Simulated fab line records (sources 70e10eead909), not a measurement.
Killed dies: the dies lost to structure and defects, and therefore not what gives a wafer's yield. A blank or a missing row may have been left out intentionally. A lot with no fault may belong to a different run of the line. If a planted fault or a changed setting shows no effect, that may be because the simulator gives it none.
Which tool is to blame?	flow nand-harc	36 wafers from 12 lots sampled at 6 of the route's 1159 steps

== WHAT THE GAUGES SHOWED, per wafer ==
NHARC_A_M1_OVL_MEAS_10: pitch 240 nm. Usual: overlay-x-nm 0.3 nm, standard deviation 0.85; overlay-y-nm 0.0 nm, standard deviation 0.81.
lot	measured	on	overlay-x-nm (nm)	overlay-y-nm (nm)	flag
L809	day 17 23:34	overlay-01	1.5 1.1 1.6	-0.5 0.1 -0.8	
L810	day 18 08:50	overlay-01	-0.1 -0.4 0.1	0.7 0.2 0.6	
L805	day 18 19:16	overlay-01	0.9 1.0 1.2	1.0 1.5 0.7	
L808	day 18 19:32	overlay-02	1.0 0.9 0.7	-0.2 -0.4 0.2	
L814	day 19 12:17	overlay-01	0.9 0.2 0.0	-0.3 -0.4 0.0	
L813	day 19 18:10	overlay-01	-1.0 -0.6 -1.0	1.0 1.6 1.5	
L820	day 20 12:05	overlay-01	0.5 1.0 0.6	-1.6 -1.5 -1.5	
L816	day 20 12:28	overlay-01	-0.4 -0.3 0.1	-0.1 0.3 -0.2	
L818	day 21 04:22	overlay-02	-0.1 0.9 0.5	1.4 1.6 1.8	
L819	day 21 19:36	overlay-02	0.4 0.2 0.0	0.8 0.7 -0.2	
L828	day 22 23:04	overlay-01	-0.8 -0.8 -1.1	-0.5 -0.1 0.3	
L826	day 23 03:10	overlay-01	0.8 0.7 1.2	-0.8 -0.1 -0.7	

NHARC_A_BONDPAD_THK_MEAS_30: measures by ellipsometry. Usual: 200.2 nm for thk-nm, sd 1.3.
lot	measured	on	thk-nm (nm)	flag
L809	day 18 03:35	film-metro-02	200.2 202.5 200.7	
L810	day 18 12:55	film-metro-02	199.6 200.4 203.4	
L805	day 18 23:26	film-metro-01	200.6 199.8 198.8	
L808	day 18 23:35	film-metro-02	198.5 199.9 197.6	
L814	day 19 16:22	film-metro-02	198.6 199.8 200.0	
L813	day 19 22:25	film-metro-01	200.6 198.2 200.8	
L820	day 20 16:08	film-metro-02	199.8 202.3 200.0	
L816	day 20 16:33	film-metro-01	199.3 200.2 198.3	
L818	day 21 09:13	film-metro-02	200.2 201.0 188.2	
L819	day 21 23:46	film-metro-01	200.1 201.1 190.1	
L828	day 23 03:22	film-metro-01	200.8 200.4 201.2	
L826	day 23 07:23	film-metro-01	199.5 196.5 201.0	

NHARC_A_BONDPAD_CD_MEAS_09 targets a cd of 500 nm. Usual: 498.9 nm for cd-nm, sd 1.8.
lot	measured	on	cd-nm (nm)	flag
L809	day 18 04:09	cd-sem-02	500.3 500.5 499.8	
L810	day 18 13:22	cd-sem-01	497.5 494.0 496.5	
L805	day 19 00:01	cd-sem-02	500.2 497.8 497.9	
L808	day 19 00:11	cd-sem-01	497.3 498.7 498.7	
L814	day 19 16:48	cd-sem-03	502.4 499.5 499.2	
L813	day 19 22:51	cd-sem-02	498.7 498.1 499.8	
L820	day 20 16:43	cd-sem-02	501.0 497.5 499.7	
L816	day 20 17:07	cd-sem-03	498.4 499.2 499.2	
L818	day 21 09:47	cd-sem-02	497.7 498.7 499.3	
L819	day 22 00:19	cd-sem-03	496.3 499.3 498.9	
L828	day 23 03:56	cd-sem-03	498.3 497.3 497.2	
L826	day 23 07:56	cd-sem-01	500.6 500.6 499.5	

NHARC_END_SORT_01. Usual: defect-limited-yield 95.4 %, standard deviation 1.4; killed-at-array 27, standard deviation 9.3; killed-at-other 0.9, standard deviation 1.3; killed-at-periphery 3.6, standard deviation 2.7; killed-dies 31, standard deviation 9.7; killed-open 3.3, standard deviation 1.8; killed-short 2.0, standard deviation 1.5; sort_bin_2_pct 1.4 %, standard deviation 0.63; sort_bin_3_pct 0.25 %, standard deviation 0.21; sort_bin_4_pct 2.9 %, standard deviation 0.93; sort-n-pass 646, standard deviation 9.7; sort-rim-yield-pct 95 %, standard deviation 3.1; sort-yield-pct 95.4 %, standard deviation 1.4.
lot	measured	on	defect-limited-yield (%)	killed-at-array	killed-at-other	killed-at-periphery	killed-dies	killed-open	killed-short	sort_bin_2_pct (%)	sort_bin_3_pct (%)	sort_bin_4_pct (%)	sort-n-pass	sort-rim-yield-pct (%)	sort-yield-pct (%)	flag
L808	day 20 14:55	prober-01	96.0 96.3 96.0	23 21 22	0 0 2	4 4 3	27 25 27	5 2 1	4 1 5	1.2 1.0 1.5	0 0.30 0.30	2.8 2.4 2.2	650 652 650	95 92 95	96.0 96.3 96.0	
L820	day 22 01:41	prober-02	96.6 96.2 97.2	19 23 17	0 0 0	4 3 2	23 26 19	4 5 3	2 2 1	0.9 1.6 0.9	0.15 0.15 0.15	2.4 2.1 1.8	654 651 658	99 99 95	96.6 96.2 97.2	
L816	day 22 00:53	prober-01	93.5 93.1 93.1	42 45 42	1 2 1	1 0 4	44 47 47	2 1 2	1 1 1	1.9 2.4 2.4	0.44 0.15 0	4.1 4.4 4.6	633 630 630	90 90 89	93.5 93.1 93.1	
L818	day 22 21:52	prober-01	95.0 96.0 94.5	32 25 31	0 0 0	2 2 6	34 27 37	3 6 8	2 0 4	1.8 1.6 2.4	0.15 0 0.44	3.1 2.4 2.7	643 650 640	93 96 92	95.0 96.0 94.5	
L826	day 24 15:28	prober-01	95.4 95.4 94.2	31 28 30	0 1 1	0 2 8	31 31 39	3 1 5	0 1 4	1.5 1.9 1.2	0.15 0.59 0.44	3.0 2.1 4.1	646 646 638	90 94 90	95.4 95.4 94.2	

== WHAT TOOL EACH LOT RAN ON (gives the tool, then ch and the chambers of the sampled wafers, and finally the start) ==
lot	NHARC_A_M1_PRE_CLEAN_30	NHARC_A_BONDPAD_DEP_00
L809	pvd-sputter-02, day 18 02:58 or earlier	pecvd-02 ch 0,2, day 18 02:58
L810	pvd-sputter-01, day 18 12:16 or earlier	pecvd-02 ch 0,2, day 18 12:16
L805	pvd-sputter-03, day 18 22:47 or earlier	pecvd-02 ch 0,1,2, day 18 22:47
L808	pvd-sputter-02, day 18 22:56 or earlier	pecvd-04 ch 1,2, day 18 22:56
L814	pvd-sputter-02, day 19 15:42 or earlier	pecvd-04 ch 0,2, day 19 15:42
L813	pvd-sputter-02, day 19 21:46 or earlier	pecvd-03 ch 0,1, day 19 21:46
L820	pvd-sputter-03, day 20 15:32 or earlier	pecvd-03 ch 0,1,2, day 20 15:32
L816	pvd-sputter-01, day 20 15:52 or earlier	pecvd-03 ch 0,1,2, day 20 15:52
L818	pvd-sputter-03, day 21 08:25 or earlier	pecvd-03 ch 0,2, day 21 08:25
L819	pvd-sputter-03, day 21 22:58 or earlier	pecvd-03 ch 0,2, day 21 22:58
L828	pvd-sputter-03, day 23 02:45 or earlier	pecvd-04 ch 0,1,2, day 23 02:45
L826	pvd-sputter-03, day 23 06:46 or earlier	pecvd-02 ch 0,1,2, day 23 06:46
- NHARC_A_M1_PRE_CLEAN_30: time 30 s.
- NHARC_A_BONDPAD_DEP_00: deposits SiCN, target thk 250 nm.

== AS READ BY THE TOOLS THEMSELVES (means over the sampled wafers that have a number; for cases with no such wafer, the mark the record gives instead) ==
NHARC_A_M1_PRE_CLEAN_30. Usual: 379 W for heater-power-w, sd 31.
lot	tool	heater-power-w (W)	flag
L809	pvd-sputter-02	414	
L810	pvd-sputter-01	357	
L805	pvd-sputter-03	345	
L808	pvd-sputter-02	407	
L814	pvd-sputter-02	406	
L813	pvd-sputter-02	411	
L820	pvd-sputter-03	380	
L816	pvd-sputter-01	368	
L818	pvd-sputter-03	383	
L819	pvd-sputter-03	371	
L828	pvd-sputter-03	371	
L826	pvd-sputter-03	357	

NHARC_A_BONDPAD_DEP_00. Usual: heater-power-outer-w 297 W, standard deviation 48; heater-power-w 522 W, standard deviation 68.
lot	tool	heater-power-outer-w (W)	heater-power-w (W)	flag
L809	pecvd-02	276	484	
L810	pecvd-02	335	556	
L805	pecvd-02	298	522	
L808	pecvd-04	301	519	
L814	pecvd-04	331	591	
L813	pecvd-03	268	493	
L820	pecvd-03	289	513	
L816	pecvd-03	301	515	
L818	pecvd-03	261	468	
L819	pecvd-03	268	475	
L828	pecvd-04	305	540	
L826	pecvd-02	300	522	

== THE ANSWER, worked out from the rows above alone ==
Rule: a lot counts as off when the mean over its wafers that have a number is more than 3 standard deviations away from the usual mean. A lot without any number at a reading at which 4 lots or more have one is off too. Where the step has rows for the other lots, those lots are counted as sound. Order of review: gauges by route order, followed by the tools' own readings, for which a lot's mean as printed above is used. At the first step where some lot is off, the reading lying furthest off is the one used; lots without a number count as furthest.
Nothing can be told from this: no lot is off at any reading shown.

== WHAT WAS PUT IN BY THE SIMULATOR ==
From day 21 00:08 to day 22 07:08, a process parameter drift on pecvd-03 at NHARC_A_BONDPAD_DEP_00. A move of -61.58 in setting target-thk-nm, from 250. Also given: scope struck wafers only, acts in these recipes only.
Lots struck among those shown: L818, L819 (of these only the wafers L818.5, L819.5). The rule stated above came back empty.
